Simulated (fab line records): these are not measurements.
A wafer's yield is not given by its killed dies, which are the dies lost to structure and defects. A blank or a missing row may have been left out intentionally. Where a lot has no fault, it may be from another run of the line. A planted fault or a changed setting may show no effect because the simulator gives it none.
fab line records	flow n5-finfet
[record] lots = 12	wafers = 36	last-day = 19
route steps=1938 shown BEOL_M7@1331 BEOL_M8@1334 PASSIVATION@1936
lots with no fault: from the same line, run without faults
start-h: start of the lot's first displayed wafer, in hours after the record's first day	wait-h: hours from the lot's prior step to this one	" identical to the entry in the row above	L1.1+2: a single row standing in for several wafers	- no value present, or no start provided	* or withheld: withheld	< > ~ a bound
route shown NAME@n: a module of which the file shows steps, and the number in the route of the first	usual: the fault-free wafers' mean and standard deviation	same: alike in all rows	chamber/n: place in a boat	sites: the reading at each site	_std_site: standard deviation of those values	_edge_site: inner sites' mean taken away from outer sites' mean	radius-mm: for every site, how far away it sits from the centre of the wafer	mask NAME#n: copy n	behind: the most recent tool/chamber to have shaped the wafer	hold: reason for holding the lot/hours on hold/outcome of the hold	device: which transistor (n, p or np) failed to switch	end of line: the same wafers' tests at the end of the route	where a step has no rows: the recipe by itself	killed: at the first sort, the dies lost to defects and structure; wafer yield is something else	map: shows each die of a wafer: x if killed, . if not, _ if none is there
set.NAME: the setting that was run; set.NAME@STEP: the one run at that earlier step	model.NAME: the simulator's own value behind a step, which no gauge read
the route's steps for a sample of lots (tables are steps, rows are wafers)
services: when a tool's chamber went out of use (start-h, in hours from the record's first day, below 0 if earlier), for how many hours, and the reason
[[steps]]
[step N5_BEOL_M7_INSPECT_58]
[recipe] inspect-instrument = darkfield	mode = post-dep
[usual] raw-defect-count = 71/26
lot.wafer	tool	chamber	start-h	wait-h	raw-defect-count
L218.2	defect-inspect-01	-	233.13	0.0	68
L218.4	"	-	"	"	42
L218.5	"	-	"	"	43
L222.1	defect-inspect-01	-	254.64	0.0	78
L222.4	"	-	"	"	54
L222.5	"	-	"	"	67
L223.1	defect-inspect-02	-	254.96	0.0	44
L223.3	"	-	"	"	54
L223.6	"	-	"	"	48
L228.4	defect-inspect-02	-	283.70	0.0	79
L228.5	"	-	"	"	46
L228.6	"	-	"	"	57
L229.2	defect-inspect-02	-	289.32	0.0	62
L229.5	"	-	"	"	76
L229.6	"	-	"	"	70
L227.1	defect-inspect-01	-	294.54	0.0	62
L227.4	"	-	"	"	63
L227.5	"	-	"	"	61
L230.4	defect-inspect-01	-	304.98	0.0	66
L230.5	"	-	"	"	47
L230.6	"	-	"	"	85
L231.2	defect-inspect-01	-	317.69	0.0	77
L231.3	"	-	"	"	81
L231.4	"	-	"	"	72
L233.3	defect-inspect-02	-	325.49	0.0	77
L233.4	"	-	"	"	47
L233.5	"	-	"	"	97
L237.1	defect-inspect-01	-	361.90	0.0	185
L237.2	"	-	"	"	124
L237.5	"	-	"	"	109
L238.1	defect-inspect-01	-	364.94	0.2	94
L238.4	"	-	"	"	75
L238.5	"	-	"	"	108
L240.3	defect-inspect-02	-	367.80	0.0	51
L240.4	"	-	"	"	54
L240.5	"	-	"	"	58
[step N5_BEOL_M8_THK_MEAS_01]
[recipe] reads = SiCOH_lowk_of_BEOL_M8_ILD_DEP_00
[usual] M8_ILD_THK = 154.3/2
lot.wafer	tool	chamber	start-h	wait-h	M8_ILD_THK[nm]
L218.2	film-metro-01	-	233.76	0.4	154.6
L218.4	"	-	"	"	155.3
L218.5	"	-	"	"	154.2
L222.1	film-metro-01	-	255.26	0.4	151.6
L222.4	"	-	"	"	155.9
L222.5	"	-	"	"	154.8
L223.1	film-metro-01	-	255.95	0.4	152.6
L223.3	"	-	"	"	153.2
L223.6	"	-	"	"	153.4
L228.4	film-metro-02	-	284.79	0.4	155.1
L228.5	"	-	"	"	155.1
L228.6	"	-	"	"	153.2
L229.2	film-metro-02	-	289.93	0.4	150.0
L229.5	"	-	"	"	156.2
L229.6	"	-	"	"	153.8
L227.1	film-metro-02	-	295.16	0.4	151.0
L227.4	"	-	"	"	153.6
L227.5	"	-	"	"	153.1
L230.4	film-metro-01	-	305.59	0.2	156.8
L230.5	"	-	"	"	155.4
L230.6	"	-	"	"	155.9
L231.2	film-metro-02	-	318.78	0.7	153.3
L231.3	"	-	"	"	151.8
L231.4	"	-	"	"	156.2
L233.3	film-metro-01	-	326.10	0.3	152.6
L233.4	"	-	"	"	155.3
L233.5	"	-	"	"	154.0
L237.1	film-metro-01	-	362.51	0.4	153.8
L237.2	"	-	"	"	153.4
L237.5	"	-	"	"	155.6
L238.1	film-metro-02	-	365.55	0.4	154.6
L238.4	"	-	"	"	157.0
L238.5	"	-	"	"	157.0
L240.3	film-metro-01	-	368.41	0.3	156.1
L240.4	"	-	"	"	160.1
L240.5	"	-	"	"	156.5
[step N5_BEOL_M8_PECVD_70]
[recipe] material = SiO2	target-thk-a = 200	temp-c = 400	precursor = TEOS/O2	pressure-torr = 5.5	rf-w = 450	teos-flow-sccm = 53.8	gas = O2	flow-sccm = 3000	time-s = 22.7
[usual] heater-power-w = 694/72	rf-fwd-power-W = 444.2/2.3	showerhead-plenum-p-Torr = 8.76/0.055	showerhead-vpp-V = 1280/77	throttle-valve-pct = 22.8/0.91
lot.wafer	tool	chamber	start-h	wait-h	heater-power-w	rf-fwd-power-W	showerhead-plenum-p-Torr	showerhead-vpp-V	throttle-valve-pct
L218.2	pecvd-03	2	233.80	0.0	574	445.3	8.77	1377	21.6
L218.4	"	1	"	"	684	443.4	8.81	1312	22.5
L218.5	"	1	"	"	686	444.7	8.80	1361	22.4
L222.1	pecvd-03	0	255.30	0.0	601	443.4	8.78	1286	23.0
L222.4	"	1	"	"	708	442.3	8.79	1310	22.6
L222.5	"	0	"	"	604	443.7	8.77	1303	22.9
L223.1	pecvd-03	0	255.99	0.0	623	443.3	8.77	1336	22.8
L223.3	"	1	"	"	633	442.7	8.78	1329	22.5
L223.6	"	1	"	"	667	440.8	8.80	1319	22.7
L228.4	pecvd-02	0	284.85	0.1	754	444.5	8.67	1305	23.5
L228.5	"	2	"	"	665	443.5	8.73	1197	22.3
L228.6	"	1	"	"	634	440.7	8.82	1164	24.0
L229.2	pecvd-03	0	289.97	0.0	675	444.9	8.78	1304	23.0
L229.5	"	2	"	"	661	444.8	8.77	1357	21.5
L229.6	"	1	"	"	779	442.8	8.78	1325	22.7
L227.1	pecvd-03	0	295.20	0.0	589	446.5	8.80	1309	23.0
L227.4	"	1	"	"	760	441.8	8.77	1322	22.5
L227.5	"	0	"	"	575	442.5	8.78	1322	22.9
L230.4	pecvd-02	0	305.65	0.1	649	446.4	8.69	1302	23.8
L230.5	"	2	"	"	632	445.3	8.75	1202	22.0
L230.6	"	0	"	"	626	448.9	8.67	1301	23.4
L231.2	pecvd-02	0	318.82	0.0	661	448.7	8.70	1313	23.5
L231.3	"	1	"	"	697	440.5	8.79	1163	24.3
L231.4	"	0	"	"	687	448.9	8.68	1324	23.7
L233.3	pecvd-03	1	326.14	0.0	702	443.1	8.79	1340	22.5
L233.4	"	0	"	"	589	444.8	8.79	1306	22.9
L233.5	"	2	"	"	694	443.3	8.73	1347	21.8
L237.1	pecvd-02	0	362.55	0.0	791	446.5	8.67	1294	23.6
L237.2	"	2	"	"	702	445.2	8.74	1189	22.3
L237.5	"	0	"	"	638	445.1	8.64	1301	23.2
L238.1	pecvd-02	1	365.59	0.0	692	441.0	8.77	1143	24.1
L238.4	"	2	"	"	698	444.9	8.75	1180	22.2
L238.5	"	0	"	"	710	446.9	8.67	1313	23.6
L240.3	pecvd-02	1	368.45	0.0	652	443.2	8.77	1135	24.1
L240.4	"	0	"	"	777	448.0	8.68	1315	23.6
L240.5	"	2	"	"	674	446.1	8.76	1209	22.2
[step N5_BEOL_M8_COAT_63]
[recipe] resist = SOC	temp-c = 250	time-s = 60	spin-rpm = 1500	resist-thk-nm = 60
[usual] exhaust-pa = 45.1/0.82	spin-speed-rpm = 1499.9/0.95
lot.wafer	tool	chamber	start-h	wait-h	exhaust-pa	spin-speed-rpm
L218.2	litho-track-05	0	237.05	0.1	45.6	1499.3
L218.4	"	0	"	"	46.8	1499.6
L218.5	"	0	"	"	46.1	1500.4
L222.1	litho-track-03	0	259.29	1.7	45.2	1499.0
L222.4	"	0	"	"	44.5	1499.7
L222.5	"	0	"	"	45.0	1497.0
L223.1	litho-track-05	0	259.30	1.5	45.1	1500.0
L223.3	"	0	"	"	44.1	1501.5
L223.6	"	0	"	"	44.6	1500.1
L228.4	litho-track-05	0	286.40	0.2	44.8	1572.8
L228.5	"	0	"	"	44.3	1573.3
L228.6	"	0	"	"	44.9	1574.6
L229.2	litho-track-05	0	294.61	1.0	44.7	1571.7
L229.5	"	0	"	"	44.7	1572.2
L229.6	"	0	"	"	45.5	1571.9
L227.1	litho-track-05	0	298.48	1.3	46.0	1572.1
L227.4	"	0	"	"	45.9	1571.2
L227.5	"	0	"	"	47.0	1573.3
L230.4	litho-track-04	0	309.57	2.3	45.2	1498.7
L230.5	"	0	"	"	45.2	1499.5
L230.6	"	0	"	"	45.9	1499.6
L231.2	litho-track-04	0	321.58	0.0	44.8	1501.7
L231.3	"	0	"	"	44.4	1500.5
L231.4	"	0	"	"	45.0	1499.4
L233.3	litho-track-03	0	333.05	1.4	44.7	1499.6
L233.4	"	0	"	"	44.0	1500.3
L233.5	"	0	"	"	44.2	1499.0
L237.1	litho-track-04	0	365.21	0.0	45.1	1500.1
L237.2	"	0	"	"	45.0	1499.5
L237.5	"	0	"	"	44.4	1499.4
L238.1	litho-track-04	0	368.27	0.8	46.3	1499.6
L238.4	"	0	"	"	46.9	1499.9
L238.5	"	0	"	"	46.1	1499.4
L240.3	litho-track-03	0	372.46	1.7	45.2	1500.0
L240.4	"	0	"	"	44.4	1502.1
L240.5	"	0	"	"	45.1	1499.2
[step N5_PASSIVATION_PROBE_49]
[usual] defect-limited-yield = 91.6/1.4	killed_at_M0_to_M3 = 35/10	killed_at_M4_up = 13/4.8	killed-at-contacts = 12/7.2	killed-at-front-end = 36/12	killed-at-other = 4/3.1	killed-dies = 100/17	killed-on-rim = 13/4.2	killed-open = 66/13	killed-short = 32/7.3	sort_bin_4_leakage = 0.00/0.0099	sort_bin_5_function = 5.0/0.94	sort_bin_6_memory = 3.1/0.67	sort_bin_8_speed = 0.01/0.047	sort-n-pass = 1080/17	sort-yield-pct = 91.6/1.4
[same] gross-dies = 1180	killed-at-back-side = 0
lot.wafer	tool	chamber	start-h	wait-h	defect-limited-yield[%]	killed_at_M0_to_M3	killed_at_M4_up	killed-at-contacts	killed-at-front-end	killed-at-other	killed-dies	killed-on-rim	killed-open	killed-short	sort_bin_4_leakage[%]	sort_bin_5_function[%]	sort_bin_6_memory[%]	sort_bin_8_speed[%]	sort-n-pass	sort-yield-pct[%]
L218.2	prober-02	-	311.78	0.1	91.5	43	11	20	24	2	100	12	64	36	0	4.5	3.4	0	1080	91.5
L218.4	prober-02	-	311.88	0.2	90.9	47	14	8	35	3	107	19	69	38	0.08	5.3	3.7	0	1072	90.8
L218.5	prober-02	-	311.93	0.2	89.5	60	16	15	31	2	124	19	69	51	0	6.3	3.7	0	1056	89.5
L223.1	prober-02	-	342.21	0.0	92.6	19	13	6	39	10	87	11	55	30	0	4.6	2.4	0	1093	92.6
L223.3	prober-02	-	342.31	0.1	89.7	45	9	6	55	6	121	14	82	34	0	5.9	3.8	0	1059	89.7
L223.6	prober-02	-	342.46	0.3	91.9	40	9	5	39	2	95	13	62	33	0	4.9	3.1	0	1085	91.9
L222.1	prober-02	-	356.02	0.0	93.2	34	6	17	18	5	80	7	43	36	0	4.2	2.4	0	1100	93.2
L222.4	prober-02	-	356.17	0.2	90.9	38	14	24	24	7	107	17	64	43	0	5.2	3.2	0	1073	90.9
L222.5	prober-02	-	356.22	0.2	89.7	38	11	35	31	6	121	12	82	38	0	5.7	4.3	0	1059	89.7
L228.4	prober-02	-	376.90	0.2	91.6	44	12	7	23	13	99	13	67	32	0	4.7	3.3	0	1081	91.6
L228.5	prober-02	-	376.95	0.2	92.1	36	17	9	24	7	93	13	61	32	0	4.3	3.6	0	1087	92.1
L228.6	prober-02	-	377.00	0.3	90.2	38	17	10	41	10	116	20	78	38	0	6.0	3.6	0	1064	90.2
L229.2	prober-02	-	377.10	0.4	91.6	46	14	7	26	6	99	11	62	36	0	5.0	3.2	0	1081	91.6
L229.5	prober-02	-	377.25	0.5	91.5	42	15	4	38	1	100	9	59	40	0	5.3	2.6	0	1080	91.5
L229.6	prober-02	-	377.30	0.6	92.6	42	9	4	28	4	87	8	61	26	0	4.2	3.1	0	1093	92.6
L230.4	prober-01	-	389.16	0.2	92.3	26	11	15	32	7	91	9	55	36	0	4.1	3.0	0	1089	92.3
L230.5	prober-01	-	389.21	0.2	91.3	47	18	7	24	7	103	6	68	33	0	5.4	3.0	0	1077	91.3
L230.6	prober-01	-	389.26	0.3	91.7	30	15	7	41	5	98	10	66	32	0	5.5	2.6	0	1082	91.7
L227.1	prober-01	-	389.60	0.0	91.5	37	7	13	39	4	100	19	61	39	0	4.6	3.6	0	1080	91.5
L227.4	prober-01	-	389.75	0.2	91.2	31	7	8	52	6	104	24	68	36	0	5.3	3.2	0	1076	91.2
L227.5	prober-01	-	389.80	0.2	92.0	30	25	12	26	1	94	9	65	29	0	5.0	2.9	0.17	1084	91.9
L231.2	prober-02	-	407.22	0.1	93.5	22	16	12	23	4	77	6	53	24	0	3.5	2.6	0	1103	93.5
L231.3	prober-02	-	407.27	0.1	92.7	32	18	15	19	2	86	11	60	26	0	4.2	3.0	0	1094	92.7
L231.4	prober-02	-	407.32	0.2	92.4	29	20	11	27	3	90	11	61	29	0	4.4	3.2	0	1090	92.4
L233.3	prober-01	-	412.19	0.1	93.0	18	10	12	39	4	83	11	58	25	0	4.7	2.3	0	1097	93.0
L233.4	prober-01	-	412.24	0.2	92.0	33	7	16	35	3	94	6	56	38	0	5.1	2.8	0	1086	92.0
L233.5	prober-01	-	412.29	0.2	94.0	38	8	5	20	0	71	6	41	30	0	3.3	2.5	0	1109	94.0
L237.1	prober-02	-	438.54	0.0	94.6	23	9	6	25	1	64	7	44	20	0	3.0	1.9	0	1116	94.6
L237.2	prober-02	-	438.59	0.1	93.5	35	10	11	19	2	77	15	49	28	0	3.4	2.6	0	1103	93.5
L237.5	prober-02	-	438.74	0.2	92.8	38	9	5	31	2	85	7	56	29	0	3.4	3.6	0	1095	92.8
L238.1	prober-02	-	443.70	0.0	91.6	27	12	11	46	3	99	16	66	33	0	5.8	2.5	0	1081	91.6
L238.4	prober-02	-	443.85	0.2	87.4	38	26	17	63	5	149	19	95	54	0	7.2	5.0	0	1031	87.4
L238.5	prober-02	-	443.90	0.2	89.7	46	18	8	46	4	122	18	84	35	0	6.5	3.6	0	1058	89.7
L240.3	prober-02	-	448.85	0.1	92.1	22	17	19	32	3	93	18	62	30	0	4.5	3.1	0	1087	92.1
L240.4	prober-02	-	448.90	0.2	90.5	26	16	18	49	3	112	17	71	41	0	6.0	2.7	0	1068	90.5
L240.5	prober-02	-	448.95	0.2	90.0	50	16	21	23	8	118	18	83	35	0	5.8	3.7	0	1062	90.0
// killed by level:class
L218.2 MOL_CONTACT_COAG:geometric-particle:open=15 BEOL_M0_SAQP:geometric-particle:short=10 BEOL_M0_SAQP:geometric-particle:open=7 BEOL_M1:geometric-particle:open=7 BEOL_M2:geometric-particle:short=6 MOL_CONTACT_COAG:geometric-particle:short=5 BEOL_M3:geometric-particle:open=5 STARTING-WAFER:geometric-particle:open=5
L218.4 BEOL_M0_SAQP:geometric-particle:open=10 BEOL_M0_SAQP:geometric-particle:short=10 BEOL_M1:geometric-particle:open=9 FIN_SAQP:geometric-particle:open=8 MOL_CONTACT_COAG:geometric-particle:open=8 BEOL_M4:geometric-particle:open=7 FIN_SAQP:geometric-particle:short=6 BEOL_M2:geometric-particle:open=6
L218.5 FIN_SAQP:geometric-particle:short=18 BEOL_M2:geometric-particle:open=14 BEOL_M0_SAQP:geometric-particle:short=13 MOL_CONTACT_COAG:geometric-particle:open=13 BEOL_M3:geometric-particle:open=10 BEOL_M0_SAQP:geometric-particle:open=8 BEOL_M2:geometric-particle:short=7 FIN_SAQP:geometric-particle:open=5
L223.1 STI_FIN_REVEAL:geometric-particle:open=11 GATE_CUT:geometric-particle:short=9 BEOL_M2:geometric-particle:open=5 FIN_SAQP:geometric-particle:short=4 FIN_SAQP:geometric-particle:open=4 BEOL_M0_SAQP:geometric-particle:open=4 MOL_CONTACT_COAG:geometric-particle:open=4 BEOL_M3:geometric-particle:open=4
L223.3 STI_FIN_REVEAL:geometric-particle:open=22 BEOL_M2:geometric-particle:open=11 BEOL_M0_SAQP:geometric-particle:short=10 BEOL_M1:geometric-particle:open=8 GATE_CUT:geometric-particle:short=7 MOL_CONTACT_COAG:geometric-particle:open=6 FIN_SAQP:geometric-particle:short=5 DUMMY_GATE:geometric-particle:open=5
L223.6 BEOL_M3:geometric-particle:open=10 GATE_CUT:geometric-particle:short=8 DUMMY_GATE:geometric-particle:open=7 BEOL_M0_SAQP:geometric-particle:short=7 BEOL_M0:geometric-particle:open=6 GATE_CUT:geometric-particle:open=5 BEOL_M2:geometric-particle:open=5 STI_FIN_REVEAL:geometric-particle:open=4
L222.1 MOL_CONTACT_COAG:geometric-particle:open=12 BEOL_M0_SAQP:geometric-particle:open=9 BEOL_M0_SAQP:geometric-particle:short=9 BEOL_M2:geometric-particle:open=6 MOL_CONTACT_COAG:geometric-particle:short=5 BEOL_M2:geometric-particle:short=5 STI_FIN_REVEAL:geometric-particle:open=4 MIM_TOP:geometric-particle:short=4
L222.4 MOL_CONTACT_COAG:geometric-particle:open=17 BEOL_M0_SAQP:geometric-particle:open=13 BEOL_M0_SAQP:geometric-particle:short=9 BEOL_M2:geometric-particle:open=9 MOL_CONTACT_COAG:geometric-particle:short=7 STARTING-WAFER:geometric-particle:short=6 FIN_SAQP:geometric-particle:open=5 BEOL_M5:geometric-particle:short=5
L222.5 MOL_CONTACT_COAG:geometric-particle:open=25 STI_FIN_REVEAL:geometric-particle:open=19 BEOL_M0_SAQP:geometric-particle:open=11 MOL_CONTACT_COAG:geometric-particle:short=10 BEOL_M0_SAQP:geometric-particle:short=9 BEOL_M2:geometric-particle:open=7 BEOL_M1:geometric-particle:open=4 BEOL_M5:geometric-particle:open=4
L228.4 BEOL_M0_SAQP:geometric-particle:open=10 BEOL_M3:geometric-particle:open=9 FIN_SAQP:geometric-particle:open=8 BEOL_M2:geometric-particle:open=6 MIM_TOP_ETCH:geometric-particle:open=6 BEOL_M3:geometric-particle:short=5 MOL_CONTACT_COAG:geometric-particle:open=4 BEOL_M0_SAQP:geometric-particle:short=4
L228.5 BEOL_M2:geometric-particle:open=9 BEOL_M3:geometric-particle:open=8 MOL_CONTACT_COAG:geometric-particle:open=7 FIN_SAQP:geometric-particle:open=6 GATE_CUT:geometric-particle:short=5 BEOL_M0_SAQP:geometric-particle:open=5 BEOL_M4:geometric-particle:short=5 BEOL_M5:geometric-particle:open=5
L228.6 FIN_SAQP:geometric-particle:open=13 MOL_CONTACT_COAG:geometric-particle:open=8 BEOL_M3:geometric-particle:open=8 BEOL_M0_SAQP:geometric-particle:short=7 BEOL_M0_SAQP:geometric-particle:open=7 FIN_SAQP:geometric-particle:short=6 STI_FIN_REVEAL:geometric-particle:open=6 BEOL_M5:geometric-particle:open=6
L229.2 BEOL_M3:geometric-particle:open=14 BEOL_M0_SAQP:geometric-particle:short=13 BEOL_M0_SAQP:geometric-particle:open=10 BEOL_M4:geometric-particle:open=8 FIN_SAQP:geometric-particle:short=7 MOL_CONTACT_COAG:geometric-particle:open=6 FIN_SAQP:geometric-particle:open=5 BEOL_M3:geometric-particle:short=3
L229.5 BEOL_M0_SAQP:geometric-particle:short=13 FIN_SAQP:geometric-particle:short=10 BEOL_M4:geometric-particle:open=9 BEOL_M0_SAQP:geometric-particle:open=7 BEOL_M2:geometric-particle:open=7 FIN_SAQP:geometric-particle:open=6 BEOL_M0:geometric-particle:open=5 STARTING-WAFER:geometric-particle:open=5
L229.6 BEOL_M2:geometric-particle:open=19 ILD0:geometric-particle:short=6 BEOL_M0:geometric-particle:open=6 BEOL_M3:geometric-particle:open=6 DUMMY_GATE:geometric-particle:open=5 BEOL_M0_SAQP:geometric-particle:short=4 FIN_SAQP:geometric-particle:open=3 BEOL_M7:geometric-particle:open=3
L230.4 MOL_CONTACT_COAG:geometric-particle:open=12 BEOL_M0_SAQP:geometric-particle:short=9 FIN_SAQP:geometric-particle:short=7 GATE_CUT:geometric-particle:open=7 BEOL_M1:geometric-particle:open=6 FIN_SAQP:geometric-particle:open=4 BEOL_M0_SAQP:geometric-particle:open=4 STI_FIN_REVEAL:geometric-particle:open=3
L230.5 BEOL_M0_SAQP:geometric-particle:open=14 BEOL_M0_SAQP:geometric-particle:short=10 FIN_SAQP:geometric-particle:short=8 BEOL_M1:geometric-particle:open=8 MOL_CONTACT_COAG:geometric-particle:open=6 STI_FIN_REVEAL:geometric-particle:open=5 BEOL_M2:geometric-particle:open=5 BEOL_M7:geometric-particle:open=5
L230.6 FIN_SAQP:geometric-particle:open=10 BEOL_M0:geometric-particle:open=8 BEOL_M1:geometric-particle:open=7 MOL_CONTACT_COAG:geometric-particle:open=6 FIN_SAQP:geometric-particle:short=5 GATE_CUT:geometric-particle:open=5 STI_FIN_REVEAL:geometric-particle:open=4 DUMMY_GATE:geometric-particle:open=4
L227.1 BEOL_M0_SAQP:geometric-particle:open=9 BEOL_M0_SAQP:geometric-particle:short=9 FIN_SAQP:geometric-particle:short=8 MOL_CONTACT_COAG:geometric-particle:open=8 BEOL_M1:geometric-particle:open=8 FIN_SAQP:geometric-particle:open=7 STI_FIN_REVEAL:geometric-particle:open=7 MOL_CONTACT_COAG:geometric-particle:short=5
L227.4 STI_FIN_REVEAL:geometric-particle:open=16 DUMMY_GATE:geometric-particle:open=9 BEOL_M1:geometric-particle:open=9 MOL_CONTACT_COAG:geometric-particle:open=8 BEOL_M0_SAQP:geometric-particle:short=7 FIN_SAQP:geometric-particle:short=5 FIN_SAQP:geometric-particle:open=5 STI_FIN_REVEAL:geometric-particle:short=3
L227.5 BEOL_M1:geometric-particle:open=11 MOL_CONTACT_COAG:geometric-particle:open=9 BEOL_M4:geometric-particle:open=9 DUMMY_GATE:geometric-particle:open=6 FIN_SAQP:geometric-particle:open=5 BEOL_M0_SAQP:geometric-particle:short=5 BEOL_M2:geometric-particle:open=5 FIN_SAQP:geometric-particle:short=4
L231.2 MOL_CONTACT_COAG:geometric-particle:open=9 BEOL_M0_SAQP:geometric-particle:short=8 BEOL_M1:geometric-particle:open=6 BEOL_M4:geometric-particle:open=6 BEOL_M0_SAQP:geometric-particle:open=4 FIN_SAQP:geometric-particle:open=3 FIN_CUT:geometric-particle:open=3 STI_FIN_REVEAL:geometric-particle:open=3
L231.3 MOL_CONTACT_COAG:geometric-particle:open=15 BEOL_M4:geometric-particle:open=11 BEOL_M0_SAQP:geometric-particle:short=8 BEOL_M0_SAQP:geometric-particle:open=6 BEOL_M0:geometric-particle:open=5 BEOL_M2:geometric-particle:open=5 FIN_SAQP:geometric-particle:open=4 STI_FIN_REVEAL:geometric-particle:short=3
L231.4 BEOL_M4:geometric-particle:open=14 MOL_CONTACT_COAG:geometric-particle:open=10 BEOL_M0_SAQP:geometric-particle:open=9 BEOL_M1:geometric-particle:open=6 FIN_SAQP:geometric-particle:short=5 BEOL_M2:geometric-particle:open=5 BEOL_M0_SAQP:geometric-particle:short=4 STARTING-WAFER:geometric-particle:short=4
L233.3 STI_FIN_REVEAL:geometric-particle:open=13 MOL_CONTACT_COAG:geometric-particle:open=8 BEOL_M0_SAQP:geometric-particle:short=5 BEOL_M3:geometric-particle:open=5 GATE_CUT:geometric-particle:short=4 MOL_CONTACT_COAG:geometric-particle:short=4 BEOL_M0_SAQP:geometric-particle:open=4 STI_FIN_REVEAL:geometric-particle:short=3
L233.4 STI_FIN_REVEAL:geometric-particle:open=13 MOL_CONTACT_COAG:geometric-particle:open=12 FIN_SAQP:geometric-particle:short=10 BEOL_M0_SAQP:geometric-particle:short=7 BEOL_M0_SAQP:geometric-particle:open=7 BEOL_M1:geometric-particle:open=5 BEOL_M3:geometric-particle:open=5 GATE_CUT:geometric-particle:short=4
L233.5 BEOL_M0_SAQP:geometric-particle:open=18 BEOL_M0_SAQP:geometric-particle:short=11 FIN_SAQP:geometric-particle:short=5 BEOL_M4:geometric-particle:open=5 STARTING-WAFER:geometric-particle:short=4 BEOL_M2:geometric-particle:open=4 DUMMY_GATE:geometric-particle:open=3 MOL_CONTACT_COAG:geometric-particle:short=3
L237.1 FIN_SAQP:geometric-particle:open=7 FIN_SAQP:geometric-particle:short=6 BEOL_M1:geometric-particle:open=6 MOL_CONTACT_COAG:geometric-particle:open=5 BEOL_M0_SAQP:geometric-particle:open=5 BEOL_M0_SAQP:geometric-particle:short=4 BEOL_M3:geometric-particle:open=3 BEOL_M7:geometric-particle:open=3
L237.2 BEOL_M0_SAQP:geometric-particle:open=11 MOL_CONTACT_COAG:geometric-particle:open=9 FIN_SAQP:geometric-particle:short=5 BEOL_M0_SAQP:geometric-particle:short=5 BEOL_M3:geometric-particle:open=5 BEOL_M2:geometric-particle:open=4 BEOL_M5:geometric-particle:open=4 FIN_SAQP:geometric-particle:open=3
L237.5 BEOL_M0_SAQP:geometric-particle:open=12 BEOL_M2:geometric-particle:open=8 FIN_SAQP:geometric-particle:short=8 BEOL_M0_SAQP:geometric-particle:short=7 FIN_SAQP:geometric-particle:open=4 DUMMY_GATE:geometric-particle:open=4 BEOL_M1:geometric-particle:open=4 BEOL_M5:geometric-particle:open=4
L238.1 FIN_SAQP:geometric-particle:short=14 MOL_CONTACT_COAG:geometric-particle:open=11 FIN_SAQP:geometric-particle:open=7 GATE_CUT:geometric-particle:short=7 STI_FIN_REVEAL:geometric-particle:open=6 BEOL_M0_SAQP:geometric-particle:open=6 BEOL_M1:geometric-particle:open=6 BEOL_M2:geometric-particle:open=6
L238.4 BEOL_M4:geometric-particle:open=16 MOL_CONTACT_COAG:geometric-particle:open=13 STI_FIN_REVEAL:geometric-particle:open=12 BEOL_M0_SAQP:geometric-particle:short=11 FIN_SAQP:geometric-particle:short=10 FIN_SAQP:geometric-particle:open=8 BEOL_M2:geometric-particle:open=7 STI_FIN_REVEAL:geometric-particle:short=6
L238.5 BEOL_M1:geometric-particle:open=17 BEOL_M4:geometric-particle:open=9 FIN_SAQP:geometric-particle:short=7 BEOL_M0_SAQP:geometric-particle:open=7 BEOL_M3:geometric-particle:open=7 BEOL_M1:geometric-particle:short=7 FIN_SAQP:geometric-particle:open=5 STI_FIN_REVEAL:geometric-particle:open=5
L240.3 MOL_CONTACT_COAG:geometric-particle:open=13 FIN_SAQP:geometric-particle:open=7 GATE_CUT:geometric-particle:open=6 MOL_CONTACT_COAG:geometric-particle:short=6 BEOL_M2:geometric-particle:open=5 BEOL_M0_SAQP:geometric-particle:short=5 STARTING-WAFER:geometric-particle:open=5 BEOL_M0:geometric-particle:open=4
L240.4 MOL_CONTACT_COAG:geometric-particle:open=15 FIN_SAQP:geometric-particle:short=11 BEOL_M1:geometric-particle:open=9 GATE_CUT:geometric-particle:short=8 BEOL_M4:geometric-particle:open=8 FIN_SAQP:geometric-particle:open=7 GATE_CUT:geometric-particle:open=6 BEOL_M0_SAQP:geometric-particle:short=6
L240.5 MOL_CONTACT_COAG:geometric-particle:open=18 BEOL_M0_SAQP:geometric-particle:short=12 BEOL_M0_SAQP:geometric-particle:open=11 BEOL_M0:geometric-particle:open=10 BEOL_M3:geometric-particle:open=6 FIN_SAQP:geometric-particle:open=5 STI_FIN_REVEAL:geometric-particle:open=5 MIM_TOP:geometric-particle:open=5
[[services]]
tool	chamber	start-h	hours	kind
pecvd-02	2	219.65	2.1	scheduled-down
pecvd-03	0	226.34	12.3	repair
litho-track-05	-	228.58	-	consumable-replace:filter
pecvd-02	-	240.29	0.7	repair
pecvd-02	2	245.18	15.3	repair
pecvd-02	2	276.32	5.5	scheduled-down
pecvd-02	1	291.84	19.8	repair
pecvd-03	0	308.66	4.7	repair
pecvd-03	0	334.74	5.5	scheduled-down
pecvd-03	-	337.93	0.8	pm
[[key]]
[first-sign] step = N5_BEOL_M8_COAT_63	reading = spin-speed-rpm	direction = up	sigmas = 77	usual = *	struck = *
effect none on later readings
met-at N5_BEOL_M8_COAT_63
struck-lots L227,L228,L229
not-acting-at N5_BEOL_M7_INSPECT_58,N5_BEOL_M8_THK_MEAS_01,N5_BEOL_M8_PECVD_70
onset-between 259.30 286.40
[earlier-fault] kind = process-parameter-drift	tool = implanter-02	chamber = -	onset-h = 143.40	steps = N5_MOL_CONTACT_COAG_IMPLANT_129	channel = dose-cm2	offset = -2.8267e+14	shape = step	acts-in = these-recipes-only	stated = 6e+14
[fault] kind = process-parameter-drift	tool = litho-track-05	chamber = -	onset-h = 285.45	steps = N5_BEOL_M8_COAT_63	channel = spin-rpm	offset = *	shape = step	acts-in = *	stated = *
